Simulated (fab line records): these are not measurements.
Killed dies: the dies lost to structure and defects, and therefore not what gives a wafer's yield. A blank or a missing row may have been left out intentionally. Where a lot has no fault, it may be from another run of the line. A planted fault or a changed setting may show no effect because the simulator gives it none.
fab line records -- flow nandHarc
record lots=5, wafers=15, lastDay=24
route steps=1159 shown P_STI@107 P_GATE@110
lots that met no fault: from a run of the same line without faults
startH: start of the lot's first displayed wafer, in hours after the record's first day -- waitH: time in hours since the lot's previous step -- " unchanged from the row above -- L1.1+2: one row covering several wafers at once -- - no value, or no start given -- * or withheld: withheld -- < > ~ a bound
route shown NAME@n: names a module that has steps shown in the file, with the first one's number in the route -- usual: average and standard deviation across the fault-free wafers -- same: alike in all rows -- chamber/n: place in a boat -- sites: the reading at each site -- _std_site: standard deviation of those values -- _edge_site: outer sites' mean less inner sites' -- radiusMm: for every site, how far away it sits from the centre of the wafer -- mask NAME#n: copy n -- behind: the tool/chamber that last shaped the wafer -- hold: why the lot was held/for how many hours/how that ended -- device: the n, p or np transistor that did not switch -- end of line: tests of these same wafers at the route's end -- a step given without rows: its recipe and nothing more -- killed: dies lost to structure and defects at the first sort, not the wafer's yield -- map: dies across one wafer; x = killed, . = not, _ = none there
set.NAME: the run value of the setting; set.NAME@STEP: its run value at that earlier step -- model.NAME: the simulator's own value behind a step, which no gauge read
a table for each step, a row for each wafer; lots at some steps of the route
services: the hour from which a tool's chamber was out of use, counted from the record's first day as startH (under 0 if before that day), plus the number of hours and why
## steps
# step NHARC_P_STI_SRD_39
# step NHARC_P_STI_OXIDE_40
# recipe targetThkA=100, tempC=900, oxTimeS=1362, material=SiO2
# step NHARC_P_STI_INSPECT_25
# usual rawDefectCount=213/82
lot.wafer,tool,chamber,startH,waitH,rawDefectCount
L232.3,defectInspect-02,-,84.05,0.4,328
L232.4,defectInspect-02,-,84.05,0.4,202
L232.6,defectInspect-02,-,84.05,0.4,278
L237.2,defectInspect-01,-,115.21,0.4,273
L237.3,defectInspect-01,-,115.21,0.4,437
L237.4,defectInspect-01,-,115.21,0.4,381
L244.2,defectInspect-02,-,158.89,0.4,115
L244.3,defectInspect-02,-,158.89,0.4,163
L244.6,defectInspect-02,-,158.89,0.4,82
L250.4,defectInspect-02,-,191.89,0.4,152
L250.5,defectInspect-02,-,191.89,0.4,135
L250.6,defectInspect-02,-,191.89,0.4,137
L251.1,defectInspect-01,-,199.70,0.4,274
L251.3,defectInspect-01,-,199.70,0.4,174
L251.4,defectInspect-01,-,199.70,0.4,444
# step NHARC_P_GATE_ETCH_69
# recipe targetDepthA=140, chemistry=dHF, material=SiO2
# step NHARC_P_GATE_PRECLEAN_70
# recipe timeS=*, tempC=50, bathAgeMin=0, chemistry=SC1
# step NHARC_P_GATE_SRD_01
# step NHARC_P_GATE_OXIDE_02
# recipe targetThkA=375, tempC=950, pH2oTorr=720, oxTimeS=365, material=SiO2
# step NHARC_P_GATE_DEHYDRATE_03
# recipe tempC=150, timeS=120
# step NHARC_P_GATE_HMDS_04
# recipe timeS=30
# step NHARC_P_GATE_COAT_05
# recipe spinRpm=4690
# step NHARC_P_GATE_SOFTBAKE_06
# recipe tempC=122, timeS=95
# step NHARC_P_GATE_EBR_07
# step NHARC_P_GATE_EXPOSE_08
# recipe na=0.6, doseMj=16.75, maskId=P_HV
# usual reticleTempC=23.01/0.11
lot.wafer,tool,chamber,startH,waitH,mask,reticleTempC
L232.3,krfScanner-03,0,92.67,-,P_HV#0,22.78
L232.4,krfScanner-03,0,92.67,-,P_HV#0,22.84
L232.6,krfScanner-03,0,92.67,-,P_HV#0,22.97
L237.2,krfScanner-02,0,124.07,-,P_PSD#0,23.07
L237.3,krfScanner-02,0,124.07,-,P_PSD#0,23.12
L237.4,krfScanner-02,0,124.07,-,P_PSD#0,23.16
L244.2,krfScanner-02,0,166.83,-,P_HV#0,23.12
L244.3,krfScanner-02,0,166.83,-,P_HV#0,23.09
L244.6,krfScanner-02,0,166.83,-,P_HV#0,23.13
L250.4,krfScanner-01,0,200.18,-,P_HV#0,23.11
L250.5,krfScanner-01,0,200.18,-,P_HV#0,23.13
L250.6,krfScanner-01,0,200.18,-,P_HV#0,23.13
L251.1,krfScanner-01,0,207.44,-,P_HV#0,23.09
L251.3,krfScanner-01,0,207.44,-,P_HV#0,23.17
L251.4,krfScanner-01,0,207.44,-,P_HV#0,23.28
# step NHARC_P_GATE_PEB_09
# recipe pebTempC=118, pebTimeS=85
# step NHARC_P_GATE_DEVELOP_10
# recipe timeS=70
# step NHARC_P_GATE_CD_MEAS_11
# recipe targetCdNm=1640, landingEnergyEv=500
# usual cdNm=1640.0/1.4
lot.wafer,tool,chamber,startH,waitH,cdNm
L232.3,cdSem-01,0,92.82,-,1638.0
L232.4,cdSem-01,0,92.82,-,1638.3
L232.6,cdSem-01,0,92.82,-,1638.7
L237.2,cdSem-01,0,124.22,-,-
L237.3,cdSem-01,0,124.22,-,-
L237.4,cdSem-01,0,124.22,-,-
L244.2,cdSem-02,0,166.98,-,1640.8
L244.3,cdSem-02,0,166.98,-,1639.8
L244.6,cdSem-02,0,166.98,-,1640.5
L250.4,cdSem-01,0,200.33,-,1641.1
L250.5,cdSem-01,0,200.33,-,1642.2
L250.6,cdSem-01,0,200.33,-,1642.1
L251.1,cdSem-03,0,207.60,-,1640.6
L251.3,cdSem-03,0,207.60,-,1642.5
L251.4,cdSem-03,0,207.60,-,1641.8
# step NHARC_P_GATE_HARDBAKE_12
# recipe tempC=125, timeS=80
## services
tool,chamber,startH,hours,kind
krfScanner-02,-,71.01,0.3,repair
krfScanner-01,-,77.76,0.3,repair
krfScanner-01,-,84.00,4.0,pm
krfScanner-02,-,95.81,1.6,repair
krfScanner-01,-,116.77,0.3,repair
krfScanner-01,-,118.14,0.6,repair
krfScanner-02,-,146.76,0.7,repair
krfScanner-03,-,168.00,4.0,pm
krfScanner-02,-,172.61,0.6,repair
krfScanner-01,-,194.66,2.3,repair
## key
firstSign step=NHARC_P_GATE_EXPOSE_08, reading=mask, direction=changed
effect step=NHARC_P_GATE_CD_MEAS_11, reading=cdNm, direction=missing
metAt NHARC_P_GATE_EXPOSE_08
struckWafers L237.2,L237.3,L237.4
laterRowsLeftOut L237.2,L237.3,L237.4
sortLeftOut L237.2,L237.3,L237.4
testerLeftOut L237
fault kind=wrongMask, tool=any, chamber=-, onsetH=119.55, steps=NHARC_P_GATE_EXPOSE_08, auxCopy=P_PSD#0, scope=struckLotsOnly
# testerLeftOut: of these lots the tester's yield and bins aren't shown, on N5 and GAA mostly nor the transistor test; their killed dies are dies lost to structure and defects alone, not to doping, threshold or leakage, so they don't give the yield
# sortLeftOut: the simulated sort isn't trusted on such a fault, so these wafers' sort isn't shown, and their yield isn't known
# laterRowsLeftOut: the simulator's readings of these wafers behind a module that went badly wrong aren't trusted and aren't shown, but for the sort
